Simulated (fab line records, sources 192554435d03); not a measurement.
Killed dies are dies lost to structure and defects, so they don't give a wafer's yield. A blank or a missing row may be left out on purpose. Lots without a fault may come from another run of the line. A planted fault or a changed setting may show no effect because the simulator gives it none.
Problem report in the 8D (eight disciplines) form, filled by code | flow n5_finfet | the parts of the form that need people (team, actions taken, sign-off) are left out

1. THE PROBLEM
M6_OVL at N5_BEOL_M6_OVL_MEAS_12 reads a mean of 12.4 nm on 6 wafers of 2 lots; wafers without a fault read 0.4 nm with a standard deviation of 0.65. That is +18 standard deviations from the usual mean.
First seen on wafer L963.2, day 10 18:50, on overlay-01. The record holds 17 wafers of 6 lots with a number at this step. Rule for "out", or "out of limits": more than 4 standard deviations from the usual mean. The other wafers with a number count as sound.

2. WHAT IT IS AND WHAT IT IS NOT
question                    | is                     | is not
which readings at this step | M6_OVL                 | -
which lots                  | L963, L966             | L956, L968, L972, L977
which wafers of those lots  | all that have a number | -
read on which gauges        | overlay-01, overlay-02 | -
when                        | from day 10 18:50      | up to then (3 sound wafers); but 8 sound wafers of L968, L972, L977 came after

3. SUSPECTS, AND WHAT RULES EACH OUT
Counting: a tool at a process step up to the reading stays a suspect if it ran every lot that is out and no sound lot after the first of them.
- the gauge at N5_BEOL_M6_OVL_MEAS_12: ruled out. The wafers that are out were read on 2 gauges (overlay-01, overlay-02).
- pecvd-01 at N5_BEOL_M6_ILD_DEP_00 (deposits SiCOH lowk from DEMS/porogen, target thk 179.75 nm, time 33.4 s): ruled out as a lasting fault. Sound lots L968, L972, L977 ran on it after its first lot that is out, L963 (day 10 17:19).
- pvd_sputter-01 at N5_BEOL_M6_HM_DEP_02 (deposits TiN, target thk 20 nm): ruled out as a lasting fault. Sound lots L972 ran on it after its first lot that is out, L963 (day 10 18:18).
- arfi_scanner-03 at N5_BEOL_M6_EXPOSE_08 (exposes mask M6): kept. It ran every lot that is out, first L963 (day 10 18:41), and no sound lot after that; its last sound lot up to then is L956 (day 8 13:02).
Left after counting: arfi_scanner-03 at N5_BEOL_M6_EXPOSE_08.

4. THE CAUSE (what the simulator had put in)
Scanner matching overlay: arfi_scanner-03, from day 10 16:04 on, at N5_BEOL_M6_EXPOSE_08. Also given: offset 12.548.
Counting left only this tool.

5. THE CHAIN OF EFFECTS, in route order
Each row: a reading whose mean over the struck wafers that have a number lies more than 3 standard deviations from the usual. Only readings for which the record gives a usual standard deviation are gone through. hours: the time from each lot's start at the first step in this table that gives one to its start at this step, as a median over the lots. sigmas: the change in usual standard deviations.
hours | step                   | reading | usual  | on struck wafers | change | sigmas
0     | N5_BEOL_M6_OVL_MEAS_12 | M6_OVL  | 0.4 nm | 12.4             | +12.0  | +18
Later measuring or inspecting steps at which every struck wafer that the step has a row for has a number for every such reading, and none has moved that far: N5_BEOL_M6_INSPECT_13.

6. WHAT WOULD HAVE CAUGHT IT SOONER
In this record the first reading out of limits at a measuring or inspecting step was taken at day 10 18:50, 3 hours after the fault began at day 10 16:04.
Of the lots that are out (2), L966 began N5_BEOL_M6_EXPOSE_08 on arfi_scanner-03 after day 10 18:50. A hold on the tool at that time would have spared it.
